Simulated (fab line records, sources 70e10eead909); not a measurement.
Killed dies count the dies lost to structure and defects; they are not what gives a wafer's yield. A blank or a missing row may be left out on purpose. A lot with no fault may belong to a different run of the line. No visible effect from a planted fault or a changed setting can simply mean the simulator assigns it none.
Which of the tools did it? :: flow nand harc :: 39 wafers from 13 lots sampled at 5 of the route's 1302 steps

== WHAT THE GAUGES SHOWED, per wafer ==
NHARC_A_START_INSPECT_01. Usual: raw defect count at 3.3, with a standard deviation of 2.
lot: L883
measured: day 6 20:22
on: defect inspect-02
raw defect count: 6 1 10
flag: 

lot: L885
measured: day 7 10:57
on: defect inspect-02
raw defect count: 2 3 2
flag: 

lot: L886
measured: day 8 11:50
on: defect inspect-02
raw defect count: 5 0 3
flag: 

lot: L888
measured: day 9 03:02
on: defect inspect-02
raw defect count: 7 0 4
flag: 

lot: L890
measured: day 10 00:56
on: defect inspect-02
raw defect count: 1 3 2
flag: 

lot: L891
measured: day 10 06:03
on: defect inspect-01
raw defect count: 2 3 2
flag: 

lot: L896
measured: day 11 22:23
on: defect inspect-02
raw defect count: 2 2 2
flag: 

lot: L897
measured: day 12 23:07
on: defect inspect-02
raw defect count: 5 7 4
flag: 

lot: L900
measured: day 14 02:31
on: defect inspect-02
raw defect count: 5 4 4
flag: 

lot: L901
measured: day 14 06:20
on: defect inspect-02
raw defect count: 2 4 4
flag: 

lot: L903
measured: day 15 09:46
on: defect inspect-01
raw defect count: 1 7 3
flag: 

lot: L905
measured: day 15 22:25
on: defect inspect-02
raw defect count: 9 2 5
flag: 

lot: L906
measured: day 16 04:10
on: defect inspect-01
raw defect count: 4 3 3
flag: 

NHARC_A_ONON_D1_THK_MEAS_02: measures by ellipsometry. Usual: thk nm at 1002 nm, with a standard deviation of 8.6.
lot: L883
measured: day 7 20:07
on: film metro-02
thk nm (nm): 1003 1001 999
flag: 

lot: L885
measured: day 8 12:13
on: film metro-01
thk nm (nm): 999 998 997
flag: 

lot: L886
measured: day 9 12:59
on: film metro-02
thk nm (nm): 1004 1004 1003
flag: 

lot: L888
measured: day 10 02:08
on: film metro-01
thk nm (nm): 1008 1008 1008
flag: 

lot: L890
measured: day 11 01:24
on: film metro-02
thk nm (nm): 1028 1772 1772
flag: OFF

lot: L891
measured: day 11 07:29
on: film metro-02
thk nm (nm): 1010 1010 1010
flag: 

lot: L896
measured: day 12 21:41
on: film metro-01
thk nm (nm): 996 995 994
flag: 

lot: L897
measured: day 13 22:22
on: film metro-02
thk nm (nm): 1005 1006 1005
flag: 

lot: L900
measured: day 15 03:21
on: film metro-01
thk nm (nm): 995 995 995
flag: 

lot: L901
measured: day 15 03:22
on: film metro-02
thk nm (nm): 1015 1017 1015
flag: 

lot: L903
measured: day 16 09:42
on: film metro-02
thk nm (nm): 987 989 989
flag: 

lot: L905
measured: day 16 21:41
on: film metro-01
thk nm (nm): 993 994 993
flag: 

lot: L906
measured: day 17 03:24
on: film metro-01
thk nm (nm): 994 995 996
flag: 

NHARC_END_SORT_01. Usual: killed at array 59, standard deviation 21; killed at other 1.0, standard deviation 1.1; killed at periphery 4.0, standard deviation 2.6; killed dies 64, standard deviation 21; killed open 3.2, standard deviation 1.7; killed short 2.5, standard deviation 1.5.
lot: L890
measured: day 27 18:27
on: prober-02
killed at array: 80 675 676
killed at other: 0 1 0
killed at periphery: 3 1 1
killed dies: 83 677 677
killed open: 3 3 1
killed short: 2 2 0
flag: OFF

== WHAT TOOL EACH LOT RAN ON (gives the tool, then ch and the chambers of the sampled wafers, and finally the start) ==
lot: L883
NHARC_A_ZERO_WELL_DESCUM_12: rie diel-13 ch 0,1,3, day 6 21:14
NHARC_A_ONON_D1_DEP_00: pecvd onon-03 ch 0, day 7 19:40

lot: L885
NHARC_A_ZERO_WELL_DESCUM_12: rie diel-13 ch 2,3, day 7 11:49
NHARC_A_ONON_D1_DEP_00: pecvd onon-04 ch 0, day 8 11:43

lot: L886
NHARC_A_ZERO_WELL_DESCUM_12: rie diel-03 ch 0,1, day 8 12:50
NHARC_A_ONON_D1_DEP_00: pecvd onon-02 ch 0, day 9 12:28

lot: L888
NHARC_A_ZERO_WELL_DESCUM_12: rie diel-03 ch 0,1, day 9 04:03
NHARC_A_ONON_D1_DEP_00: pecvd onon-03 ch 0, day 10 01:41

lot: L890
NHARC_A_ZERO_WELL_DESCUM_12: rie diel-13 ch 0,2,3, day 10 01:58
NHARC_A_ONON_D1_DEP_00: pecvd onon-03 ch 0, day 11 01:04

lot: L891
NHARC_A_ZERO_WELL_DESCUM_12: rie diel-13 ch 0,1,3, day 10 07:04
NHARC_A_ONON_D1_DEP_00: pecvd onon-02 ch 0, day 11 06:59

lot: L896
NHARC_A_ZERO_WELL_DESCUM_12: rie diel-02 ch 0,2,3, day 11 23:22
NHARC_A_ONON_D1_DEP_00: pecvd onon-04 ch 0, day 12 21:10

lot: L897
NHARC_A_ZERO_WELL_DESCUM_12: rie diel-13 ch 0,1,3, day 13 00:07
NHARC_A_ONON_D1_DEP_00: pecvd onon-02 ch 0, day 13 21:51

lot: L900
NHARC_A_ZERO_WELL_DESCUM_12: rie diel-03 ch 0,2, day 14 03:31
NHARC_A_ONON_D1_DEP_00: pecvd onon-02 ch 0, day 15 02:51

lot: L901
NHARC_A_ZERO_WELL_DESCUM_12: rie diel-13 ch 1,3, day 14 07:20
NHARC_A_ONON_D1_DEP_00: pecvd onon-03 ch 0, day 15 02:51

lot: L903
NHARC_A_ZERO_WELL_DESCUM_12: rie diel-02 ch 0,1,2, day 15 10:38
NHARC_A_ONON_D1_DEP_00: pecvd onon-03 ch 0, day 16 09:11

lot: L905
NHARC_A_ZERO_WELL_DESCUM_12: rie diel-03 ch 1,2,3, day 15 23:17
NHARC_A_ONON_D1_DEP_00: pecvd onon-02 ch 0, day 16 21:11

lot: L906
NHARC_A_ZERO_WELL_DESCUM_12: rie diel-13 ch 0,1,2, day 16 05:11
NHARC_A_ONON_D1_DEP_00: pecvd onon-02 ch 0, day 17 02:54
- NHARC_A_ZERO_WELL_DESCUM_12: chemistry O2, time 3 s.
- NHARC_A_ONON_D1_DEP_00: target thk 1000 nm.

== WHAT THE TOOLS THEMSELVES READ (means of the sampled wafers that have a number; where no wafer has one, the mark that the record gives instead) ==
NHARC_A_ZERO_WELL_DESCUM_12. Usual: drypump motor current A 5.7 A, standard deviation 0.43; oes product au 1.001 a.u., standard deviation 0.012; rf vpp V 57.6 V, standard deviation 0.84; showerhead plenum p Torr 1.90 Torr, standard deviation 0.094; throttle valve pct 11.311 %, standard deviation 0.008.
lot: L883
tool: rie diel-13
drypump motor current A (A): 5.7
oes product au (a.u.): 1.003
rf vpp V (V): 57.5
showerhead plenum p Torr (Torr): 1.90
throttle valve pct (%): 11.317
flag: 

lot: L885
tool: rie diel-13
drypump motor current A (A): 6.2
oes product au (a.u.): 1.001
rf vpp V (V): 57.1
showerhead plenum p Torr (Torr): 1.94
throttle valve pct (%): 11.308
flag: 

lot: L886
tool: rie diel-03
drypump motor current A (A): 5.5
oes product au (a.u.): 0.995
rf vpp V (V): 57.3
showerhead plenum p Torr (Torr): 1.85
throttle valve pct (%): 11.302
flag: 

lot: L888
tool: rie diel-03
drypump motor current A (A): 5.5
oes product au (a.u.): 0.982
rf vpp V (V): 57.6
showerhead plenum p Torr (Torr): 1.85
throttle valve pct (%): 11.317
flag: 

lot: L890
tool: rie diel-13
drypump motor current A (A): 6.0
oes product au (a.u.): 1.005
rf vpp V (V): 57.7
showerhead plenum p Torr (Torr): 1.89
throttle valve pct (%): 11.307
flag: 

lot: L891
tool: rie diel-13
drypump motor current A (A): 5.7
oes product au (a.u.): 1.005
rf vpp V (V): 57.5
showerhead plenum p Torr (Torr): 1.90
throttle valve pct (%): 11.309
flag: 

lot: L896
tool: rie diel-02
drypump motor current A (A): 5.5
oes product au (a.u.): 0.996
rf vpp V (V): 57.2
showerhead plenum p Torr (Torr): 1.84
throttle valve pct (%): 11.312
flag: 

lot: L897
tool: rie diel-13
drypump motor current A (A): 5.7
oes product au (a.u.): 1.019
rf vpp V (V): 58.1
showerhead plenum p Torr (Torr): 1.90
throttle valve pct (%): 11.310
flag: 

lot: L900
tool: rie diel-03
drypump motor current A (A): 5.5
oes product au (a.u.): 0.985
rf vpp V (V): 57.0
showerhead plenum p Torr (Torr): 1.79
throttle valve pct (%): 11.312
flag: 

lot: L901
tool: rie diel-13
drypump motor current A (A): 5.5
oes product au (a.u.): 1.019
rf vpp V (V): 56.9
showerhead plenum p Torr (Torr): 1.96
throttle valve pct (%): 11.303
flag: 

lot: L903
tool: rie diel-02
drypump motor current A (A): 5.4
oes product au (a.u.): 0.998
rf vpp V (V): 58.4
showerhead plenum p Torr (Torr): 1.82
throttle valve pct (%): 11.303
flag: 

lot: L905
tool: rie diel-03
drypump motor current A (A): 5.3
oes product au (a.u.): 0.991
rf vpp V (V): 58.2
showerhead plenum p Torr (Torr): 1.91
throttle valve pct (%): 11.317
flag: 

lot: L906
tool: rie diel-13
drypump motor current A (A): 5.7
oes product au (a.u.): 0.998
rf vpp V (V): 58.2
showerhead plenum p Torr (Torr): 1.95
throttle valve pct (%): 11.314
flag: 

NHARC_A_ONON_D1_DEP_00. Usual: nh3 flow sccm 500.2 sccm, standard deviation 1.6; sih4 flow sccm 209.9 sccm, standard deviation 0.52.
lot: L883
tool: pecvd onon-03
nh3 flow sccm (sccm): 500.9
sih4 flow sccm (sccm): 209.8
flag: 

lot: L885
tool: pecvd onon-04
nh3 flow sccm (sccm): 500.4
sih4 flow sccm (sccm): 209.7
flag: 

lot: L886
tool: pecvd onon-02
nh3 flow sccm (sccm): 498.8
sih4 flow sccm (sccm): 209.6
flag: 

lot: L888
tool: pecvd onon-03
nh3 flow sccm (sccm): 498.0
sih4 flow sccm (sccm): 209.7
flag: 

lot: L890
tool: pecvd onon-03
nh3 flow sccm (sccm): 500.3
sih4 flow sccm (sccm): 209.2
flag: 

lot: L891
tool: pecvd onon-02
nh3 flow sccm (sccm): 499.0
sih4 flow sccm (sccm): 210.4
flag: 

lot: L896
tool: pecvd onon-04
nh3 flow sccm (sccm): 499.3
sih4 flow sccm (sccm): 209.2
flag: 

lot: L897
tool: pecvd onon-02
nh3 flow sccm (sccm): 500.8
sih4 flow sccm (sccm): 209.9
flag: 

lot: L900
tool: pecvd onon-02
nh3 flow sccm (sccm): 499.6
sih4 flow sccm (sccm): 210.1
flag: 

lot: L901
tool: pecvd onon-03
nh3 flow sccm (sccm): 501.2
sih4 flow sccm (sccm): 209.2
flag: 

lot: L903
tool: pecvd onon-03
nh3 flow sccm (sccm): 495.4
sih4 flow sccm (sccm): 209.5
flag: OFF

lot: L905
tool: pecvd onon-02
nh3 flow sccm (sccm): 499.7
sih4 flow sccm (sccm): 209.8
flag: 

lot: L906
tool: pecvd onon-02
nh3 flow sccm (sccm): 499.4
sih4 flow sccm (sccm): 210.1
flag: 

== THE ANSWER, worked out from the rows above alone ==
Rule: take the mean of a lot's wafers that have a number; if it is more than 3 standard deviations from the usual mean, the lot is off. A lot without any number at a reading at which 4 lots or more have one is off too. Where the step has rows for the other lots, those lots are counted as sound. First the gauges in route order, then the tools' own readings, where a lot's mean is used as printed above. The first step at which some lot is off is used, and at that step the reading that is off furthest; a lot without a number counts as furthest.
Off, at NHARC_A_ONON_D1_THK_MEAS_02 on thk nm: L890.
A tool fits if, at a process step before that reading, it ran every lot that is off, and no sound lot after the first of them. The gauges at NHARC_A_ONON_D1_THK_MEAS_02 aren't tried: what is off there is off at NHARC_END_SORT_01 too, on other tools, and a gauge's error can't cause that. Not one of the candidates tried fits.

== WHAT HAD BEEN PUT IN BY THE SIMULATOR ==
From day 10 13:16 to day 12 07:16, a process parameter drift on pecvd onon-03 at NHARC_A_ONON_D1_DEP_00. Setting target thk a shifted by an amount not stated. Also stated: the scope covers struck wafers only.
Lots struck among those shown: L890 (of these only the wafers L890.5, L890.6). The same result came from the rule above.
